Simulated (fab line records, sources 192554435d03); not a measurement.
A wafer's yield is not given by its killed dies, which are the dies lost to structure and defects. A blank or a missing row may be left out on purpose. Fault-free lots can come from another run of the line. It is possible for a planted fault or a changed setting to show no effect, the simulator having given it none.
Comparing a struck lot with a sound one :: flow n5_finfet :: 38 out of 1938 route steps
Sound: wafers L231.1, L231.6. Struck: wafer L220.6. (L220.5 of the same lot was not struck and is left out.) The cause comes at the end.
Per side, at each step with rows, come the tool, then ch with its chambers, and then its first start. Under that, the readings that differ: sound wafers :: struck wafers :: difference of the means :: sigmas: that difference in standard deviations of wafers without a fault.
alike: a reading whose means differ by less than 2 such deviations, as well as words and numbers matching on both sides. not compared: withheld readings; readings where some wafer has no value; bounds like >300 that might hide an equal value; numbers whose values overlap and for which the record gives no deviation.
A row with sigmas, a row that says differs or no value, or rows on one side alone: a step with any of these is where the two part. When numbers do not overlap yet have no deviation, they are printed without sigmas and do not part them. Lack of a reading on every wafer of one side parts them only where that side has two or more wafers.

first, 11 steps without rows for these wafers: N5_FIN_SAQP_DESCUM_21 (chemistry O2, time 7.9 s); N5_FIN_SAQP_ETCH_51 (etches SiARC in CF4, target depth 45.5 nm, time 75.8 s); N5_FIN_SAQP_ETCH_52 (etches SOC in N2/H2, target depth 100 nm, overetch 20 nm, time 150 s); N5_FIN_SAQP_STRIP_53 (strips in N2/H2); N5_FIN_SAQP_HM_OPEN_73 (chemistry CHF3/O2, target SiO2, stops on a-Si, target depth 12 nm, time 16.8 s); N5_FIN_SAQP_STRIP_74 (strips in CHF3/O2); N5_FIN_SAQP_MANDREL_ETCH_22 (etches a-Si in HBr/Cl2, stops on SiNx, target depth 60 nm, bt time 10 s, time 30 s); N5_FIN_SAQP_STRIP_55 (strips in N2/H2); N5_FIN_SAQP_STRIP_23 (strips in SPM, time 750 s); N5_FIN_SAQP_SRD_66 (time 30 s); N5_FIN_SAQP_RECESS_75 (chemistry HF/NH3, target SiO2, target depth 14.4 nm, afs cycles 3, sublimation time 60 s).
N5_FIN_SAQP_SPACER1_ALD_24: deposits SiO2, target thk 20.3 nm, pulse time 1 s, purge time 2 s.
  sound on ald_sin-03 ch 0,2, day 7 07:11; struck on ald_sin-02 ch 0, day 4 13:18
reading: ald_cycles
sound: 218 218
struck: 315
difference: +97
sigmas: 

reading: model.SiO2_of_FIN_SAQP_SPACER1_ALD_24.thk_nm (nm)
sound: 20.4 20.4
struck: 29.2
difference: +8.8
sigmas: 
  alike: heater_power_w, precursor_pulse_height_rel
then, 1 step without rows for these wafers: N5_FIN_SAQP_SPACER1_ETCHBACK_25 (etches SiO2 in CHF3/O2, target depth 24.4 nm, time 12.2 s).
N5_FIN_SAQP_MANDREL1_REMOVE_56: chemistry HBr/Cl2/O2, target a-Si, stops on SiNx, bt time 10 s.
  sound on rie_si-06 ch 0,1, day 7 08:10; struck on rie_si-03 ch 2, day 4 13:52
reading: model.FIN_SAQP.cd_nm (nm)
sound: 20.4 20.4
struck: 29.2
difference: +8.8
sigmas: 
  alike: chamber_pressure_mTorr, drypump_motor_current_A, oes_product_au, throttle_valve_pct
  not compared: rf_hours_counter_h
N5_FIN_SAQP_CD_MEAS_27: the cd target is 20 nm.
  sound on cd_sem-01 ch 0, day 7 08:16; struck on cd_sem-03 ch 0, day 4 13:56
reading: cd_nm (nm)
sound: 20.82 20.39
struck: 29.21
difference: +8.61
sigmas: +37
then, 21 steps without rows for these wafers: N5_FIN_SAQP_ETCH_57 (etches SiNx in CH3F/O2, target depth 32.5 nm, time 46.4 s); N5_FIN_SAQP_ETCH_65 (etches SiO2 in CF4, target depth 4 nm, time 4.4 s); N5_FIN_SAQP_MANDREL_ETCH_58 (etches a-Si in HBr/Cl2, stops on SiNx, target depth 45 nm, bt time 10 s, time 27 s); N5_FIN_SAQP_RECESS_63 (chemistry HF/NH3, target SiO2, target depth 18 nm, afs cycles 3, sublimation time 60 s); N5_FIN_SAQP_COAT_68 (time 60 s, resist thk 100 nm); N5_FIN_SAQP_ETCH_69 (etches SOC in N2/H2, stops on SiNx, target depth 150 nm); N5_FIN_SAQP_ETCH_67 (etches SiNx in CH3F/O2, target depth 30 nm); N5_FIN_SAQP_STRIP_70 (strips in N2/H2); N5_FIN_SAQP_RECESS_71 (chemistry HF/NH3, target SiO2, target depth 3 nm, afs cycles 1, sublimation time 60 s); N5_FIN_SAQP_SPACER2_ALD_28 (deposits SiO2, target thk 8.1 nm, pulse time 1 s, purge time 2 s); N5_FIN_SAQP_SPACER2_ETCHBACK_29 (etches SiO2 in CHF3/O2, target depth 12.2 nm, time 6.1 s); N5_FIN_SAQP_MANDREL2_REMOVE_60 (chemistry HBr/Cl2/O2, target a-Si, stops on SiNx, bt time 10 s); N5_FIN_SAQP_HM_OPEN_33 (chemistry CH3F/O2, target SiNx, target depth 49.4 nm, time 70.6 s); N5_FIN_SAQP_ETCH_34 (etches SiO2 in C4F6/O2, target depth 45 nm, time 15 s); N5_FIN_SAQP_STRIP_77 (strips in N2/H2, time 90 s); N5_FIN_SAQP_ETCH_64 (etches SiO2 in CF4, target depth 1.5 nm); N5_FIN_SAQP_FIN_ETCH_36 (etches the open film in HBr/Cl2/O2, target depth 120 nm, time 50.4 s); N5_FIN_SAQP_PRECLEAN_38 (cleans in O3/DIW, time 45 s); N5_FIN_SAQP_PRECLEAN_45 (cleans in dHF, time 10 s); N5_FIN_SAQP_SRD_39 (time 30 s); N5_FIN_CUT_COAT_18 (time 60 s, resist thk 230 nm).
N5_BEOL_M4_RC_MEAS_101:
  the record has rows for the sound wafers here (prober-01 ch 0, day 13 19:56) and none for the struck ones
-- here the record skips 11 days between the struck wafers' starts before and after, leaving off in module BEOL_M4 and picking up in module PASSIVATION (first step shown: number 1936 of the route) --
N5_PASSIVATION_PROBE_49:
  sound: prober-01 at day 18 06:06; struck: prober-01 at day 15 06:21
reading: defect_limited_yield (%)
sound: 91.2 91.9
struck: 0
difference: -92
sigmas: -70

reading: killed_at_M4_up
sound: 4 12
struck: 18
difference: +10
sigmas: +2

reading: killed_at_front_end
sound: 46 41
struck: 1120
difference: +1076
sigmas: +99 or more

reading: killed_dies
sound: 104 96
struck: 1180
difference: +1080
sigmas: +72

reading: killed_on_rim
sound: 21 11
struck: 152
difference: +136
sigmas: +34

reading: sort_bin_5_function (%)
sound: 5.3 4.9
struck: 97.0
difference: +91.9
sigmas: +99

reading: sort_n_pass
sound: 1076 1084
struck: 0
difference: -1080
sigmas: -72

reading: sort_yield_pct (%)
sound: 91.2 91.9
struck: 0
difference: -92
sigmas: -70
  alike: killed_at_M0_to_M3, killed_at_contacts, killed_at_other, killed_open, killed_short, sort_bin_6_memory

WHERE THEY PART
First at N5_FIN_SAQP_CD_MEAS_27; last, within this record, at N5_PASSIVATION_PROBE_49.

WHY: what had been put in by the simulator
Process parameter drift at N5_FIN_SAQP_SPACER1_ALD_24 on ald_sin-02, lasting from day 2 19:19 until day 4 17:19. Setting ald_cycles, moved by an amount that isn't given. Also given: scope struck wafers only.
